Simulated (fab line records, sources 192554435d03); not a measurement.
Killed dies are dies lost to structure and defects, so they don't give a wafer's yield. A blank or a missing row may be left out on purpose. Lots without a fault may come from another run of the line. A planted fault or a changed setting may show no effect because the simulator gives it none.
A struck lot beside a sound one | flow n5_finfet | 39 steps out of a route of 1938
Sound: wafers L834.1, L834.3, L834.4. Struck: wafers L825.2, L825.4, L825.6. The cause comes at the end.
At each step with rows: each side's tool, then ch and its chambers, then its first start. Under that, the readings that differ: sound wafers | struck wafers | difference of the means | sigmas: that difference in standard deviations of wafers without a fault.
alike: readings whose means differ by less than 2 such deviations, and words and numbers that are the same on both sides. not compared: withheld readings, readings that some wafer has no value for, bounds like >300 that may hide the same value, and numbers for which the record gives no deviation and whose values overlap.
The two part at a step that has a row with sigmas, a row that says differs or no value, or rows on one side only. Numbers that don't overlap but have no deviation are shown without sigmas and don't part them. A reading that every wafer of one side lacks parts them only if that side has two wafers or more.

first, 9 steps without rows for these wafers: N5_BEOL_M4_ANNEAL_95 (time 240 s); N5_BEOL_M4_SPUTTER_96 (material Cu, target thk 4.5 nm, time 8.29 s); N5_BEOL_M4_ECD_50 (material Cu, target thk 300 nm); N5_BEOL_M4_ANNEAL_51 (time 90 s); N5_BEOL_M4_CMP_52 (polishes, stops on SiOC, t overpolish 6.8 s, target thk 40 nm); N5_BEOL_M4_PRE_CLEAN_60 (time 15 s); N5_BEOL_M4_CO_CAP_55 (material Co, precursor CCTBA/H2, target thk 2 nm, time 102.1 s); N5_BEOL_M4_PRE_CLEAN_56 (time 15 s); N5_BEOL_M4_DEP_57 (deposits SiCN from 3MS/NH3, target thk 8 nm, time 14 s).
N5_BEOL_M4_RC_MEAS_101:
  sound on prober-01 ch 0, day 14 10:28; struck on prober-02 ch 0, day 11 21:48
  reading        | sound                | struck               | difference | sigmas
  IOFF_N (nA/um) | 0.120 0.162 0.149    | 0.202 0.163 0.215    | +0.050     | +2
  IOFF_P (nA/um) | 0.148 0.182 0.175    | 0.243 0.202 0.260    | +0.067     | +3
  VT_N (mV)      | 253.3 248.8 249.1    | 244.1 246.5 242.8    | -5.9       | -2
  VT_P (mV)      | -257.6 -253.7 -255.6 | -246.5 -251.5 -248.4 | +6.8       | +3
  alike: DIBL_N, DIBL_P, ION_N, ION_P, SS_N, SS_P
then, 24 steps without rows for these wafers: N5_BEOL_M5_ILD_DEP_00 (deposits SiCOH lowk from DEMS/porogen, target thk 140.64 nm, time 25.9 s); N5_BEOL_M5_CURE_79 (cures SiCOH lowk, time 240 s); N5_BEOL_M5_PECVD_70 (deposits SiO2 from TEOS/O2, target thk 16 nm, time 18 s); N5_BEOL_M5_HM_DEP_02 (deposits TiN, target thk 20 nm); N5_BEOL_M5_COAT_59 (time 60 s, resist thk 60 nm); N5_BEOL_M5_COAT_60 (time 60 s, resist thk 12 nm); N5_BEOL_M5_COAT_71 (time 60 s, resist thk 5 nm); N5_BEOL_M5_COAT_05 (resist thk 30 nm); N5_BEOL_M5_EBR_07; N5_BEOL_M5_SOFTBAKE_06 (time 60 s); N5_BEOL_M5_EXPOSE_08 (exposes mask M5, target cd 28 nm); N5_BEOL_M5_PEB_09 (peb time 60 s); N5_BEOL_M5_DEVELOP_10 (develop time 30 s); N5_BEOL_M5_DESCUM_16 (chemistry O2, time 7 s); N5_BEOL_M5_ETCH_72 (etches underlayer in N2/H2, target depth 6.5 nm, time 5.2 s); N5_BEOL_M5_ETCH_61 (etches SiARC in CF4, target depth 15.6 nm, time 26 s); N5_BEOL_M5_ETCH_62 (etches SOC in N2/H2, target depth 75 nm, overetch 15 nm, time 112.5 s); N5_BEOL_M5_STRIP_63 (strips in N2/H2); N5_BEOL_M5_STRIP_73 (strips in N2/H2); N5_BEOL_M5_STRIP_64 (strips in CF4); N5_BEOL_M5_HM_OPEN_17 (chemistry Cl2/BCl3, target TiN, target depth 20 nm, overetch 6 nm); N5_BEOL_M5_STRIP_19 (strips in O2); N5_BEOL_M5_COAT_65 (time 60 s, resist thk 60 nm); N5_BEOL_M5_COAT_66 (time 60 s, resist thk 12 nm).
-- the record jumps here: 4 days lie between the struck wafers' starts before and after (it left off in module BEOL_M5 and takes up again in module BEOL_M15, whose first step shown is number 1824 of the route) --
N5_BEOL_M15_CMP_49: polishes, stops on SiO2, t overpolish 4.9 s, target thk 850 nm.
  sound on cmp-01 ch 1,2,3, day 18 14:20; struck on cmp-02 ch 0,2,3, day 15 16:58
  no value came back on the struck wafers for any of 7 readings (barrier_field_endpoint_s (s), clearing_platen_down_force_psi (psi) and others); on the sound wafers barrier_field_endpoint_s (s) reads 11.06 11.05 11.35
  reading                                 | sound           | struck         | difference | sigmas
  model.Cu_of_BEOL_M15_ECD_47.thk_nm (nm) | 849 870.6 852.2 | 1897 1883 1855 | +1021      |
N5_BEOL_M15_THK_MEAS_50: measures by xrf.
  sound on film_metro-02, day 18 14:38; struck on film_metro-02, day 15 17:16
  reading      | sound       | struck         | difference | sigmas
  M15_THK (nm) | 858 884 861 | 1888 1876 1852 | +1004      | +67
N5_BEOL_M15_RS_MEAS_54: measures by four-point-probe.
  sound on film_metro-02, day 18 14:46; struck on film_metro-02, day 15 17:25
  reading         | sound                | struck               | difference | sigmas
  M15_RS (ohm/sq) | 0.0215 0.0209 0.0214 | 0.0091 0.0091 0.0093 | -0.0121    | -35
N5_BEOL_M15_INSPECT_55: inspects for defects (darkfield).
  sound on defect_inspect-02, day 18 14:47; struck on defect_inspect-01, day 15 17:27
  reading          | sound    | struck         | difference | sigmas
  raw_defect_count | 57 77 76 | 6375 6280 6496 | +6314      | +99 or more
N5_PASSIVATION_PROBE_49:
  sound on prober-01, day 19 15:19; struck on prober-02, day 16 13:08
  reading                  | sound          | struck         | difference | sigmas
  defect_limited_yield (%) | 89.9 89.6 90.0 | 0 0 0          | -90        | -69
  killed_at_M4_up          | 17 14 18       | 1098 1095 1105 | +1083      | +99 or more
  killed_dies              | 119 123 118    | 1180 1180 1180 | +1060      | +66
  killed_on_rim            | 17 19 21       | 152 152 152    | +133       | +37
  sort_n_pass              | 1061 1057 1062 | 0 0 0          | -1060      | -66
  sort_yield_pct (%)       | 89.9 89.6 90.0 | 0 0 0          | -90        | -69
  alike: killed_at_M0_to_M3, killed_at_contacts, killed_at_front_end, killed_at_other, killed_open, killed_short, sort_bin_5_function, sort_bin_6_memory

WHERE THEY PART
First at N5_BEOL_M4_RC_MEAS_101; last, within this record, at N5_PASSIVATION_PROBE_49.

WHY: what the simulator had put in
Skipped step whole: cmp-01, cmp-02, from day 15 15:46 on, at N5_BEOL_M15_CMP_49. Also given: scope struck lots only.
